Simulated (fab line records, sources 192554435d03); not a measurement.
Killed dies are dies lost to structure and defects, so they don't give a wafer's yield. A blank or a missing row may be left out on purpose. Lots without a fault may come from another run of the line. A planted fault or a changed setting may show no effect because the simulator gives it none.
fab line records | flow n5_finfet
record lots=24 wafers=72 last_day=18
route steps=1938 shown FIN_SAQP@94
lots that met no fault: from a run of the same line without faults
start_h: hours from the record's first day to the start of the lot's first wafer shown | wait_h: hours since the lot's step before | " the same as in the row above | L1.1+2: a row that stands for several wafers | - no value, or no start given | * or withheld: withheld | < > ~ a bound
route shown NAME@n: a module of which the file shows steps, and the number in the route of the first | usual: mean/standard deviation of fault-free wafers | same: alike in all rows | chamber/n: place in a boat | sites: the reading at each site | _std_site: their standard deviation | _edge_site: outer sites' mean less inner sites' | radius_mm: how far each site lies from the wafer's centre | mask NAME#n: copy n | behind: the tool/chamber that last shaped the wafer | hold: why the lot was held/for how many hours/how that ended | device: the transistor (n, p or np) that didn't switch | end of line: the same wafers' tests at the end of the route | a step without rows: its recipe alone | killed: dies lost to structure and defects at the first sort, not the wafer's yield | map: a wafer's dies, x killed, . not, _ none there
set.NAME: the setting as run; set.NAME@STEP: as run at that earlier step | model.NAME: the simulator's own value behind a step, which no gauge read
steps of the route over a sample of lots; a table a step, a row a wafer
services: from which hour (start_h, from the record's first day; less than 0 if before it) a tool's chamber was out of use, for how many hours, and why
## steps
# step N5_FIN_SAQP_ALD_61
# recipe material=SiO2 target_thk_a=40 temp_c=300 ald_precursor_family=BDEAS ald_co_reactant=O2-plasma pulse_time_s=1 purge_time_s=2 co_reactant_purge_time_s=2 ald_cycles=43 pressure_torr=2
# usual heater_power_w=463/67 precursor_pulse_height_rel=0.998/0.02
# same ald_cycles=43
# columns lot.wafer tool chamber start_h wait_h heater_power_w precursor_pulse_height_rel
L074.2 ald_sin-04 1 20.12 0.0 426 1.011
L074.5 " 1 " " 419 1.015
L074.6 " 0 " " 541 1.011
L075.3 ald_sin-04 3 27.27 0.1 363 1.017
L075.4 " 0 " " 520 0.975
L075.6 " 3 " " 371 0.988
L076.1 ald_sin-03 3 32.38 0.0 394 1.002
L076.3 " 0 " " 461 0.992
L076.5 " 0 " " 454 0.985
L077.1 ald_sin-01 3 38.81 0.0 542 0.976
L077.2 " 1 " " 427 0.993
L077.3 " 2 " " 553 0.972
L078.1 ald_sin-01 3 45.66 0.0 541 0.994
L078.5 " 3 " " 533 0.981
L078.6 " 2 " " 548 0.987
L079.3 ald_sin-01 1 51.43 0.0 432 1.034
L079.5 " 0 " " 472 1.019
L079.6 " 1 " " 418 0.965
L080.3 ald_sin-01 3 56.71 0.0 539 1.006
L080.4 " 2 " " 561 0.995
L080.6 " 0 " " 472 0.994
L081.3 ald_sin-03 1 63.31 0.5 445 0.938
L081.4 " 2 " " 305 0.997
L081.5 " 2 " " 305 1.035
L082.2 ald_sin-03 0 68.67 0.0 466 0.976
L082.3 " 3 " " 400 1.020
L082.6 " 3 " " 400 0.984
L083.2 ald_sin-01 1 75.08 0.0 414 1.011
L083.5 " 1 " " 430 1.009
L083.6 " 2 " " 547 1.000
L084.1 ald_sin-03 3 80.31 0.0 408 1.011
L084.3 " 2 " " 308 1.005
L084.5 " 0 " " 457 0.974
L085.1 ald_sin-01 2 86.94 0.0 553 0.968
L085.3 " 0 " " 461 1.005
L085.4 " 1 " " 426 1.006
L086.2 ald_sin-01 2 91.94 0.1 562 1.012
L086.4 " 0 " " 466 0.986
L086.5 " 1 " " 420 1.013
L087.1 ald_sin-03 3 99.56 0.8 410 0.977
L087.4 " 0 " " 459 0.980
L087.5 " 0 " " 478 0.994
L088.2 ald_sin-04 2 105.82 0.3 488 1.018
L088.5 " 1 " " 429 0.992
L088.6 " 2 " " 487 1.006
L089.1 ald_sin-01 0 110.88 0.0 461 1.014
L089.4 " 2 " " 554 1.000
L089.6 " 0 " " 463 1.019
L090.2 ald_sin-03 1 117.22 0.0 428 0.980
L090.4 " 0 " " 459 0.989
L090.5 " 2 " " 304 1.016
L091.2 ald_sin-01 1 122.89 0.4 431 1.034
L091.5 " 3 " " 536 1.013
L091.6 " 0 " " 465 0.983
L092.4 ald_sin-01 2 127.95 0.0 560 1.006
L092.5 " 3 " " 533 0.992
L092.6 " 0 " " 463 0.966
L093.1 ald_sin-04 3 134.16 0.0 376 1.025
L093.2 " 1 " " 419 0.998
L093.6 " 1 " " 421 0.960
L094.1 ald_sin-01 0 140.47 0.0 472 0.981
L094.4 " 3 " " 541 0.991
L094.5 " 1 " " 422 1.032
L095.1 ald_sin-01 2 146.73 0.0 553 0.985
L095.3 " 1 " " 424 0.984
L095.4 " 3 " " 542 1.010
L096.3 ald_sin-01 0 152.16 0.0 466 1.042
L096.4 " 2 " " 550 1.055
L096.6 " 1 " " 434 0.994
L097.2 ald_sin-01 2 158.38 0.0 543 0.974
L097.3 " 1 " " 422 0.983
L097.5 " 2 " " 557 1.011
# step N5_FIN_SAQP_DENSIFY_62
# recipe temp_c=700 time_s=60 ambient=N2 idle_temp_c=600 ramp_up_c_per_s=150 ramp_down_c_per_s=60 cool_to_c=600
# usual lamp_power_pct=9.85/0.056 lamp_zone_1_pct=9.846/0.011 wafer_temp_C_max=703.3/0.66
# columns lot.wafer tool chamber start_h wait_h lamp_power_pct lamp_zone_1_pct wafer_temp_C_max
L074.2 rtp_anneal-02 0 20.35 0.1 9.93 9.833 703.1
L074.5 " 0 " " 9.90 9.857 702.5
L074.6 " 0 " " 9.81 9.854 703.6
L075.3 rtp_anneal-01 0 27.55 0.2 9.83 9.845 702.5
L075.4 " 0 " " 9.93 9.850 703.3
L075.6 " 0 " " 9.84 9.857 705.0
L076.1 rtp_anneal-01 0 32.77 0.3 9.85 9.840 703.6
L076.3 " 0 " " 9.85 9.849 702.5
L076.5 " 0 " " 9.86 9.874 703.9
L077.1 rtp_anneal-01 0 39.01 0.1 9.86 9.849 703.8
L077.2 " 0 " " 9.74 9.852 702.4
L077.3 " 0 " " 9.89 9.863 703.0
L078.1 rtp_anneal-01 0 45.99 0.3 9.91 9.833 702.3
L078.5 " 0 " " 9.81 9.827 703.8
L078.6 " 0 " " 9.81 9.854 703.1
L079.3 rtp_anneal-02 0 51.70 0.2 9.85 9.834 703.9
L079.5 " 0 " " 9.83 9.838 702.7
L079.6 " 0 " " 9.93 9.846 703.1
L080.3 rtp_anneal-02 0 56.97 0.2 9.85 9.869 703.7
L080.4 " 0 " " 9.81 9.850 703.2
L080.6 " 0 " " 9.84 9.851 703.5
L081.3 rtp_anneal-02 0 63.58 0.2 9.78 9.854 702.6
L081.4 " 0 " " 9.80 9.846 703.2
L081.5 " 0 " " 9.77 9.848 702.8
L082.2 rtp_anneal-02 0 68.91 0.2 9.79 9.839 703.7
L082.3 " 0 " " 9.86 9.838 703.4
L082.6 " 0 " " 9.77 9.863 703.2
L083.2 rtp_anneal-01 0 75.32 0.1 9.86 9.844 703.3
L083.5 " 0 " " 9.90 9.868 702.4
L083.6 " 0 " " 9.80 9.847 704.0
L084.1 rtp_anneal-02 0 80.51 0.1 9.89 9.845 702.9
L084.3 " 0 " " 9.87 9.849 702.6
L084.5 " 0 " " 9.79 9.850 703.8
L085.1 rtp_anneal-01 0 87.15 0.1 9.74 9.843 703.1
L085.3 " 0 " " 9.82 9.849 703.9
L085.4 " 0 " " 9.71 9.838 703.8
L086.2 rtp_anneal-02 0 92.18 0.2 9.88 9.834 703.0
L086.4 " 0 " " 9.82 9.856 702.9
L086.5 " 0 " " 9.89 9.835 703.6
L087.1 rtp_anneal-02 0 100.00 0.4 9.88 9.838 704.0
L087.4 " 0 " " 9.78 9.822 705.1
L087.5 " 0 " " 9.80 9.854 703.5
L088.2 rtp_anneal-01 0 106.10 0.2 9.81 9.831 703.5
L088.5 " 0 " " 9.77 9.841 702.9
L088.6 " 0 " " 9.88 9.848 703.6
L089.1 rtp_anneal-02 0 111.18 0.2 9.89 9.841 702.1
L089.4 " 0 " " 9.91 9.854 703.3
L089.6 " 0 " " 9.83 9.829 704.8
L090.2 rtp_anneal-02 0 117.45 0.1 9.85 9.841 702.7
L090.4 " 0 " " 9.88 9.856 704.0
L090.5 " 0 " " 10.00 9.858 703.1
L091.2 rtp_anneal-01 0 123.25 0.3 9.74 9.855 703.7
L091.5 " 0 " " 9.84 9.829 703.0
L091.6 " 0 " " 9.81 9.851 703.2
L092.4 rtp_anneal-02 0 128.25 0.2 9.82 9.852 703.1
L092.5 " 0 " " 9.89 9.855 702.7
L092.6 " 0 " " 9.97 9.848 703.4
L093.1 rtp_anneal-01 0 134.36 0.1 9.84 9.838 703.2
L093.2 " 0 " " 9.82 9.838 703.5
L093.6 " 0 " " 9.77 9.839 703.1
L094.1 rtp_anneal-02 0 140.67 0.1 9.88 9.846 705.0
L094.4 " 0 " " 9.80 9.850 702.8
L094.5 " 0 " " 9.89 9.824 703.7
L095.1 rtp_anneal-01 0 147.05 0.2 9.91 9.845 705.7
L095.3 " 0 " " 9.84 9.850 702.2
L095.4 " 0 " " 9.87 9.840 703.6
L096.3 rtp_anneal-01 0 152.43 0.2 9.89 9.865 704.8
L096.4 " 0 " " 9.79 9.857 703.0
L096.6 " 0 " " 9.78 9.854 702.4
L097.2 rtp_anneal-01 0 158.61 0.1 9.93 9.843 702.5
L097.3 " 0 " " 9.78 9.853 704.0
L097.5 " 0 " " 9.90 9.837 702.6
# step N5_FIN_SAQP_PECVD_47
# recipe material=a-Si target_thk_a=450 temp_c=400 precursor=SiH4/He pressure_torr=3 rf_w=100 time_s=36.3
# usual heater_power_w=804/63 rf_fwd_power_W=99.0/0.47 showerhead_plenum_p_Torr=5.70/0.066 throttle_valve_pct=18.1/0.83
# columns lot.wafer tool chamber start_h wait_h heater_power_w rf_fwd_power_W showerhead_plenum_p_Torr throttle_valve_pct
L074.2 pecvd-03 2 20.66 0.0 849 99.8 5.74 18.9
L074.5 " 2 " " 876 99.6 5.77 18.5
L074.6 " 1 " " 859 98.6 5.69 18.7
L075.3 pecvd-01 0 27.87 0.0 885 98.6 5.65 17.5
L075.4 " 1 " " 915 99.9 5.66 18.9
L075.6 " 0 " " 920 99.1 5.66 17.6
L076.1 pecvd-03 1 33.11 0.0 799 98.7 5.69 18.9
L076.3 " 0 " " 700 98.3 5.81 17.2
L076.5 " 1 " " 807 99.4 5.70 18.6
L077.1 pecvd-02 2 39.35 0.0 810 98.7 5.68 17.1
L077.2 " 0 " " 727 99.1 5.66 17.6
L077.3 " 1 " " 832 97.8 5.56 18.0
L078.1 pecvd-01 0 46.35 0.0 778 99.2 5.67 17.6
L078.5 " 0 " " 795 99.2 5.65 17.9
L078.6 " 2 " " 745 99.6 5.75 19.8
L079.3 pecvd-01 1 51.99 0.0 893 99.5 5.68 18.6
L079.5 " 2 " " 850 99.3 5.73 20.1
L079.6 " 1 " " 890 99.6 5.66 19.2
L080.3 pecvd-01 2 57.25 0.0 717 99.2 5.75 19.6
L080.4 " 0 " " 853 98.7 5.65 17.5
L080.6 " 1 " " 906 98.7 5.67 18.6
L081.3 pecvd-03 0 63.86 0.0 765 98.4 5.81 17.3
L081.4 " 1 " " 878 99.2 5.69 18.7
L081.5 " 0 " " 794 98.2 5.81 17.2
L082.2 pecvd-03 0 69.22 0.0 787 98.2 5.81 17.5
L082.3 " 0 " " 783 98.6 5.81 17.5
L082.6 " 0 " " 800 98.5 5.81 17.5
L083.2 pecvd-02 1 75.64 0.0 694 98.1 5.58 17.8
L083.5 " 2 " " 817 98.7 5.68 16.7
L083.6 " 1 " " 696 98.2 5.58 17.8
L084.1 pecvd-01 0 80.89 0.0 894 98.5 5.65 17.8
L084.3 " 2 " " 779 99.3 5.72 19.9
L084.5 " 2 " " 793 99.3 5.72 19.8
L085.1 pecvd-02 1 87.68 0.0 762 98.2 5.57 18.1
L085.3 " 0 " " 670 99.1 5.66 17.7
L085.4 " 0 " " 684 98.9 5.65 17.5
L086.2 pecvd-03 2 92.52 0.0 866 99.5 5.75 17.3
L086.4 " 2 " " 862 99.6 5.75 17.3
L086.5 " 2 " " 867 99.4 5.76 17.4
L087.1 pecvd-01 2 100.34 0.0 732 99.3 5.73 19.6
L087.4 " 2 " " 748 100.1 5.73 19.9
L087.5 " 1 " " 756 99.6 5.66 18.9
L088.2 pecvd-03 2 106.56 0.0 862 99.4 5.76 17.4
L088.5 " 0 " " 689 99.1 5.79 17.6
L088.6 " 1 " " 889 98.8 5.70 18.7
L089.1 pecvd-03 2 111.51 0.0 866 98.9 5.75 17.6
L089.4 " 0 " " 739 98.4 5.82 17.3
L089.6 " 1 " " 830 99.1 5.70 18.5
L090.2 pecvd-03 2 117.76 0.0 808 99.4 5.72 17.4
L090.4 " 2 " " 803 99.7 5.75 17.1
L090.5 " 0 " " 758 99.3 5.81 17.4
L091.2 pecvd-01 2 123.56 0.0 754 99.2 5.74 19.6
L091.5 " 1 " " 867 99.5 5.65 18.8
L091.6 " 2 " " 755 99.5 5.73 19.7
L092.4 pecvd-02 1 128.52 0.1 791 98.2 5.57 18.1
L092.5 " 0 " " 722 99.2 5.67 17.6
L092.6 " 2 " " 746 98.5 5.68 17.5
L093.1 pecvd-02 1 134.70 0.0 822 98.4 5.57 18.2
L093.2 " 0 " " 694 99.2 5.66 17.2
L093.6 " 1 " " 848 98.3 5.56 17.9
L094.1 pecvd-03 1 141.01 0.0 872 98.8 5.68 18.8
L094.4 " 2 " " 765 99.8 5.75 17.5
L094.5 " 1 " " 895 99.0 5.69 18.9
L095.1 pecvd-02 0 147.43 0.0 700 99.0 5.66 17.6
L095.3 " 0 " " 700 99.4 5.64 17.7
L095.4 " 1 " " 806 98.7 5.57 17.9
L096.3 pecvd-03 0 152.71 0.0 815 98.3 5.81 17.5
L096.4 " 0 " " 815 98.6 5.80 17.3
L096.6 " 1 " " 855 98.7 5.70 18.7
L097.2 pecvd-03 0 158.92 0.0 806 98.2 5.79 17.3
L097.3 " 0 " " 784 98.5 5.80 17.4
L097.5 " 0 " " 774 98.4 5.80 17.3
# step N5_FIN_SAQP_MANDREL1_REMOVE_56
# recipe chemistry=HBr/Cl2/O2 bt_time_s=10 target=a-Si stop_on=SiNx endpoint=OES-SiCl over_etch_frac=1 icp_w=600 bias_w=22 HBr_flow_sccm=150 Cl2_flow_sccm=80 O2_flow_sccm=5 pressure_mtorr=10
# usual drypump_motor_current_A=5.6/0.6 oes_product_au=0.998/0.016 rf_fwd_power_W=596.9/2.1 throttle_valve_pct=36.69/0.28
# columns lot.wafer tool chamber start_h wait_h drypump_motor_current_A oes_product_au rf_fwd_power_W rf_hours_counter_h throttle_valve_pct
L074.2 rie_si-04 3 23.62 0.1 5.5 1.013 595.6 85 36.85
L074.5 " 0 " " 5.8 0.992 595.4 - 36.51
L074.6 " 3 " " 5.5 1.017 597.8 - 36.87
L075.3 rie_si-01 3 30.64 0.1 6.6 0.999 596.1 5 36.44
L075.4 " 1 " " 5.9 1.011 596.7 10 36.79
L075.6 " 1 " " 5.9 1.007 593.9 - 36.79
L076.1 rie_si-01 0 36.17 0.1 5.8 1.007 593.0 1 36.48
L076.3 " 1 " " 5.9 1.011 597.5 10 36.81
L076.5 " 2 " " 5.9 1.023 600.3 - 36.45
L077.1 rie_si-04 3 42.50 0.1 5.5 1.009 596.4 85 36.87
L077.2 " 1 " " 4.8 0.983 597.1 56 37.07
L077.3 " 2 " " 4.8 0.970 595.6 114 36.16
L078.1 rie_si-04 0 51.03 0.1 5.8 0.994 596.1 98 36.51
L078.5 " 3 " " 5.5 1.007 598.7 - 36.87
L078.6 " 2 " " 4.8 0.965 601.0 - 36.17
L079.3 rie_si-01 0 54.66 0.1 5.8 1.011 596.3 1 36.47
L079.5 " 1 " " 5.9 1.012 597.2 - 36.78
L079.6 " 2 " " 5.9 1.021 598.6 - 36.44
L080.3 rie_si-04 1 59.95 0.1 4.8 0.989 597.6 57 37.05
L080.4 " 3 " " 5.5 1.011 600.1 86 36.88
L080.6 " 3 " " 5.5 1.016 597.6 - 36.86
L081.3 rie_si-01 0 66.38 0.1 5.8 1.012 596.6 1 36.46
L081.4 " 3 " " 6.6 1.009 595.6 5 36.43
L081.5 " 1 " " 5.9 1.003 599.5 - 36.78
L082.2 rie_si-03 1 72.06 0.1 4.8 1.000 600.0 90 36.82
L082.3 " 2 " " 5.7 0.978 596.4 145 36.99
L082.6 " 3 " " 6.2 0.968 596.0 - 36.91
L083.2 rie_si-04 0 78.51 0.1 5.8 0.999 602.0 99 36.50
L083.5 " 2 " " 4.8 0.973 593.1 - 36.17
L083.6 " 1 " " 4.9 0.988 595.7 - 37.05
L084.1 rie_si-03 2 83.86 0.1 5.7 0.989 596.5 145 36.99
L084.3 " 0 " " 4.7 1.020 599.8 123 37.09
L084.5 " 0 " " 4.7 1.020 598.2 - 37.10
L085.1 rie_si-04 0 90.50 0.1 5.8 0.995 598.0 99 36.52
L085.3 " 3 " " 5.5 1.003 594.1 86 36.84
L085.4 " 2 " " 4.8 0.975 594.4 115 36.17
L086.2 rie_si-01 1 95.37 0.1 5.9 1.009 598.6 11 36.79
L086.4 " 2 " " 5.9 1.010 598.7 39 36.42
L086.5 " 3 " " 6.6 0.990 596.6 - 36.43
L087.1 rie_si-01 2 102.96 0.1 6.0 1.020 598.0 39 36.42
L087.4 " 1 " " 5.9 1.016 598.0 12 36.80
L087.5 " 1 " " 5.9 1.007 594.7 - 36.81
L088.2 rie_si-01 0 109.23 0.1 5.8 1.009 595.7 2 36.47
L088.5 " 3 " " 6.6 0.998 596.8 - 36.43
L088.6 " 2 " " 5.9 1.013 598.2 - 36.41
L089.1 rie_si-01 1 114.14 0.1 5.9 1.012 598.7 12 36.80
L089.4 " 3 " " 6.6 0.996 593.6 6 36.43
L089.6 " 3 " " 6.6 1.005 596.0 - 36.41
L090.2 rie_si-03 3 120.30 0.1 6.3 0.977 599.1 18 36.93
L090.4 " 1 " " 4.8 1.011 595.6 91 36.82
L090.5 " 3 " " 6.3 0.981 596.9 - 36.92
L091.2 rie_si-04 1 126.25 0.1 4.8 0.972 597.3 58 37.05
L091.5 " 3 " " 5.5 1.021 598.5 - 36.85
L091.6 " 1 " " 4.8 0.974 598.8 - 37.06
L092.4 rie_si-01 0 131.14 0.1 5.8 0.999 595.3 3 36.48
L092.5 " 0 " " 5.8 1.022 595.9 - 36.49
L092.6 " 3 " " 6.6 0.993 596.9 - 36.44
L093.1 rie_si-01 1 137.58 0.1 5.9 1.000 600.9 12 36.80
L093.2 " 2 " " 5.9 1.010 598.9 39 36.43
L093.6 " 1 " " 5.9 0.994 598.8 - 36.78
L094.1 rie_si-03 1 144.29 0.1 4.8 1.014 596.9 92 36.84
L094.4 " 2 " " 5.7 0.978 593.7 146 36.98
L094.5 " 0 " " 4.7 0.999 596.9 - 37.09
L095.1 rie_si-04 2 150.47 0.1 4.8 0.974 595.4 116 36.17
L095.3 " 0 " " 5.8 1.012 596.3 100 36.52
L095.4 " 3 " " 5.5 1.017 596.8 87 36.88
L096.3 rie_si-03 2 155.35 0.1 5.7 0.976 592.1 146 37.00
L096.4 " 3 " " 6.3 0.971 597.7 18 36.93
L096.6 " 1 " " 4.8 1.005 596.7 - 36.84
L097.2 rie_si-03 2 161.64 0.1 5.7 0.982 594.1 146 37.00
L097.3 " 0 " " 4.7 0.994 600.9 124 37.09
L097.5 " 0 " " 4.7 1.008 597.5 - 37.10
# step N5_FIN_SAQP_SPACER2_ETCHBACK_29
# recipe chemistry=CHF3/O2 mode=anisotropic_etchback target=SiO2 target_depth_a=122 time_s=6.1 pressure_mtorr=30 source_w=650 bias_w=170 Ar_flow_sccm=200 CHF3_flow_sccm=50 O2_flow_sccm=5 ion_energy_ev=200
# usual drypump_motor_current_A=5.6/0.58 oes_f_703_au=0.79/0.088 oes_product_au=0.78/0.095 rf_fwd_power_W=645.9/2.4 rf_vpp_V=522/13 showerhead_plenum_p_Torr=2.42/0.076 throttle_valve_pct=18.8/0.31
# columns lot.wafer tool chamber start_h wait_h drypump_motor_current_A oes_f_703_au oes_product_au rf_fwd_power_W rf_hours_counter_h rf_vpp_V showerhead_plenum_p_Torr throttle_valve_pct
L074.2 rie_diel-06 3 25.20 0.2 6.6 0.74 0.74 644.8 163 532 2.49 19.0
L074.5 " 0 " " 5.0 0.99 1.01 642.3 - 539 2.57 18.5
L074.6 " 1 " " 5.1 0.73 0.71 647.2 - 509 2.38 18.8
L075.3 rie_diel-05 1 32.14 0.2 4.8 0.72 0.71 641.8 216 510 2.38 18.5
L075.4 " 3 " " 5.4 0.72 0.71 643.6 - 526 2.41 18.9
L075.6 " 1 " " 4.8 0.72 0.71 643.8 - 509 2.38 18.6
L076.1 rie_diel-02 1 37.90 0.2 6.0 0.75 0.76 639.8 163 544 2.49 18.9
L076.3 " 3 " " 5.8 0.84 0.87 643.2 58 517 2.45 18.6
L076.5 " 3 " " 5.8 0.86 0.88 643.4 - 518 2.45 18.6
L077.1 rie_diel-02 1 44.36 0.2 6.0 0.75 0.75 643.2 165 544 2.49 18.9
L077.2 " 3 " " 5.8 0.85 0.87 645.5 60 517 2.45 18.6
L077.3 " 0 " " 5.7 0.92 0.92 644.0 22 527 2.37 18.5
L078.1 rie_diel-06 3 53.09 0.2 6.6 0.73 0.74 647.9 171 532 2.49 19.0
L078.5 " 2 " " 6.4 0.76 0.72 644.3 - 500 2.31 19.5
L078.6 " 3 " " 6.6 0.73 0.72 644.8 - 532 2.49 19.0
L079.3 rie_diel-06 2 56.17 0.2 6.4 0.75 0.73 648.0 195 500 2.31 19.5
L079.5 " 2 " " 6.5 0.75 0.73 643.7 - 502 2.31 19.5
L079.6 " 1 " " 5.1 0.72 0.69 649.8 - 510 2.38 18.8
L080.3 rie_diel-06 1 61.70 0.2 5.1 0.73 0.68 648.3 212 509 2.38 18.8
L080.4 " 0 " " 4.9 0.96 0.97 646.6 16 536 2.56 18.5
L080.6 " 3 " " 6.6 0.73 0.73 643.0 - 531 2.48 19.0
L081.3 rie_diel-06 3 67.90 0.2 6.6 0.72 0.72 650.3 176 530 2.48 19.0
L081.4 " 0 " " 5.0 0.96 0.96 646.3 17 538 2.56 18.5
L081.5 " 3 " " 6.6 0.72 0.72 647.9 - 531 2.48 19.0
L082.2 rie_diel-05 0 73.55 0.2 5.2 0.82 0.84 646.5 63 514 2.37 18.6
L082.3 " 3 " " 5.4 0.72 0.71 644.5 204 524 2.40 18.9
L082.6 " 2 " " 5.6 0.84 0.83 646.3 - 529 2.45 18.8
L083.2 rie_diel-06 2 79.97 0.2 6.4 0.75 0.73 646.3 202 501 2.31 19.5
L083.5 " 2 " " 6.4 0.74 0.73 646.4 - 498 2.31 19.5
L083.6 " 1 " " 5.1 0.73 0.69 646.5 - 510 2.38 18.8
L084.1 rie_diel-05 2 85.42 0.2 5.6 0.83 0.82 647.6 73 529 2.45 18.8
L084.3 " 3 " " 5.4 0.70 0.70 646.8 208 525 2.40 18.9
L084.5 " 0 " " 5.3 0.82 0.84 647.8 - 514 2.36 18.6
L085.1 rie_diel-06 3 91.96 0.2 6.6 0.72 0.72 649.3 185 531 2.48 19.0
L085.3 " 2 " " 6.5 0.74 0.71 644.1 207 501 2.31 19.5
L085.4 " 1 " " 5.1 0.72 0.69 650.6 223 510 2.38 18.8
L086.2 rie_diel-02 1 96.85 0.2 6.0 0.73 0.73 644.6 186 544 2.48 18.9
L086.4 " 2 " " 5.4 0.93 0.94 650.6 13 549 2.54 18.3
L086.5 " 1 " " 6.0 0.73 0.73 647.5 - 544 2.48 18.9
L087.1 rie_diel-06 1 105.34 0.2 5.1 0.71 0.67 646.0 227 510 2.37 18.8
L087.4 " 2 " " 6.5 0.74 0.70 646.1 212 501 2.30 19.5
L087.5 " 1 " " 5.1 0.72 0.68 643.4 - 509 2.37 18.8
L088.2 rie_diel-02 3 110.73 0.2 5.8 0.82 0.84 646.3 85 517 2.44 18.6
L088.5 " 3 " " 5.8 0.82 0.83 645.7 - 518 2.44 18.6
L088.6 " 2 " " 5.3 0.93 0.93 648.0 - 550 2.54 18.3
L089.1 rie_diel-05 1 115.99 0.2 4.9 0.70 0.69 646.0 246 508 2.37 18.6
L089.4 " 3 " " 5.4 0.69 0.70 647.3 218 526 2.40 18.9
L089.6 " 0 " " 5.3 0.81 0.83 647.8 - 513 2.36 18.6
L090.2 rie_diel-05 3 122.92 0.2 5.4 0.70 0.70 649.0 222 524 2.40 18.9
L090.4 " 0 " " 5.2 0.81 0.81 647.0 81 513 2.36 18.6
L090.5 " 1 " " 4.8 0.70 0.69 644.2 - 509 2.37 18.6
L091.2 rie_diel-05 0 127.82 0.2 5.3 0.80 0.81 650.4 82 514 2.36 18.6
L091.5 " 0 " " 5.3 0.80 0.81 651.1 - 512 2.36 18.6
L091.6 " 3 " " 5.4 0.70 0.69 647.2 - 526 2.40 18.9
L092.4 rie_diel-02 3 132.60 0.2 5.8 0.81 0.82 643.7 95 517 2.43 18.6
L092.5 " 2 " " 5.3 0.90 0.90 648.1 - 550 2.54 18.3
L092.6 " 3 " " 5.8 0.81 0.81 645.2 - 519 2.43 18.7
L093.1 rie_diel-05 2 139.22 0.2 5.6 0.82 0.81 643.4 91 527 2.44 18.8
L093.2 " 0 " " 5.2 0.80 0.81 652.1 87 514 2.36 18.7
L093.6 " 0 " " 5.2 0.80 0.82 649.3 - 513 2.36 18.6
L094.1 rie_diel-05 2 145.75 0.2 5.6 0.80 0.79 644.9 95 528 2.44 18.8
L094.4 " 3 " " 5.4 0.70 0.68 647.4 231 525 2.39 18.9
L094.5 " 0 " " 5.3 0.79 0.80 648.3 - 513 2.36 18.7
L095.1 rie_diel-06 3 152.13 0.2 6.6 0.70 0.71 646.1 207 531 2.47 19.1
L095.3 " 0 " " 5.0 0.90 0.91 645.6 44 535 2.55 18.5
L095.4 " 2 " " 6.4 0.73 0.70 645.8 229 502 2.30 19.5
L096.3 rie_diel-05 2 156.96 0.2 5.6 0.80 0.80 645.5 99 529 2.44 18.9
L096.4 " 1 " " 4.8 0.98 0.97 641.6 5 509 2.36 18.2
L096.6 " 1 " " 4.9 0.98 0.97 643.2 - 510 2.36 18.2
L097.2 rie_diel-06 3 163.52 0.3 6.6 0.70 0.70 645.5 210 529 2.47 19.1
L097.3 " 1 " " 5.1 0.70 0.67 643.8 248 509 2.37 18.9
L097.5 " 0 " " 5.0 0.90 0.89 641.9 - 535 2.55 18.5
# step N5_FIN_SAQP_CD_MEAS_31
# recipe target_cd_nm=8 landing_energy_ev=1000 detector=se_inlens polarity=line
# usual cd_nm=8.13/0.23
# columns lot.wafer tool chamber start_h wait_h cd_nm
L074.2 cd_sem-03 0 25.39 0.1 8.22
L074.5 " 0 " " 8.09
L074.6 " 0 " " 8.33
L075.3 cd_sem-03 0 32.35 0.1 7.99
L075.4 " 0 " " 8.32
L075.6 " 0 " " 8.06
L076.1 cd_sem-01 0 38.10 0.1 8.14
L076.3 " 0 " " 8.11
L076.5 " 0 " " 8.02
L077.1 cd_sem-03 0 44.56 0.1 8.08
L077.2 " 0 " " 8.00
L077.3 " 0 " " 8.16
L078.1 cd_sem-01 0 53.28 0.1 7.68
L078.5 " 0 " " 7.83
L078.6 " 0 " " 8.12
L079.3 cd_sem-02 0 56.37 0.1 8.20
L079.5 " 0 " " 8.05
L079.6 " 0 " " 8.29
L080.3 cd_sem-02 0 61.90 0.1 7.93
L080.4 " 0 " " 8.36
L080.6 " 0 " " 7.86
L081.3 cd_sem-02 0 68.11 0.1 8.04
L081.4 " 0 " " 8.35
L081.5 " 0 " " 8.14
L082.2 cd_sem-02 0 73.74 0.1 7.65
L082.3 " 0 " " 7.85
L082.6 " 0 " " 8.29
L083.2 cd_sem-02 0 80.17 0.1 8.61
L083.5 " 0 " " 7.97
L083.6 " 0 " " 8.03
L084.1 cd_sem-03 0 85.61 0.1 7.82
L084.3 " 0 " " 8.14
L084.5 " 0 " " 8.13
L085.1 cd_sem-03 0 92.16 0.1 7.76
L085.3 " 0 " " 8.23
L085.4 " 0 " " 8.15
L086.2 cd_sem-03 0 97.05 0.1 7.99
L086.4 " 0 " " 8.27
L086.5 " 0 " " 7.59
L087.1 cd_sem-01 0 105.54 0.1 8.12
L087.4 " 0 " " 8.35
L087.5 " 0 " " 8.46
L088.2 cd_sem-01 0 110.93 0.1 8.53
L088.5 " 0 " " 7.89
L088.6 " 0 " " 7.99
L089.1 cd_sem-02 0 116.18 0.1 8.09
L089.4 " 0 " " 7.96
L089.6 " 0 " " 8.19
L090.2 cd_sem-02 0 123.12 0.1 8.25
L090.4 " 0 " " 8.33
L090.5 " 0 " " 8.74
L091.2 cd_sem-03 0 128.03 0.1 7.95
L091.5 " 0 " " 8.60
L091.6 " 0 " " 8.19
L092.4 cd_sem-03 0 132.80 0.1 8.20
L092.5 " 0 " " 8.26
L092.6 " 0 " " 8.20
L093.1 cd_sem-01 0 139.42 0.1 8.48
L093.2 " 0 " " 8.30
L093.6 " 0 " " 7.97
L094.1 cd_sem-03 0 145.94 0.1 8.15
L094.4 " 0 " " 8.21
L094.5 " 0 " " 8.26
L095.1 cd_sem-03 0 152.33 0.1 7.97
L095.3 " 0 " " 8.17
L095.4 " 0 " " 8.01
L096.3 cd_sem-02 0 157.16 0.1 7.81
L096.4 " 0 " " 8.03
L096.6 " 0 " " 7.94
L097.2 cd_sem-03 0 163.72 0.1 8.06
L097.3 " 0 " " 8.19
L097.5 " 0 " " 8.24
## services
# columns tool chamber start_h hours kind
rie_si-04 3 -2.34 2.5 repair
pecvd-03 - 1.87 5.5 pm
pecvd-01 2 10.16 3.7 repair
rie_si-04 2 11.20 4.0 repair
rtp_anneal-01 - 12.49 1.3 pm
pecvd-03 - 17.04 0.4 repair
rie_diel-05 0 20.51 15.5 repair
rie_si-01 2 21.23 1.0 repair
rie_si-04 2 23.34 3.4 repair
pecvd-02 1 45.21 16.1 repair
ald_sin-03 - 47.75 2.8 pm
rie_diel-05 3 54.01 8.8 repair
pecvd-03 - 73.64 0.5 repair
ald_sin-03 1 74.73 13.9 repair
rie_diel-06 0 79.05 8.7 repair
pecvd-03 - 83.36 1.5 repair
rie_diel-02 1 87.10 2.7 repair
pecvd-03 0 92.08 2.8 repair
rie_si-04 2 123.18 11.6 repair
rie_si-03 3 134.26 7.4 repair
pecvd-01 - 152.21 1.7 repair
ald_sin-01 0 155.73 9.2 repair
pecvd-03 1 157.84 3.6 repair
ald_sin-01 1 159.89 16.0 repair
## key
fault none
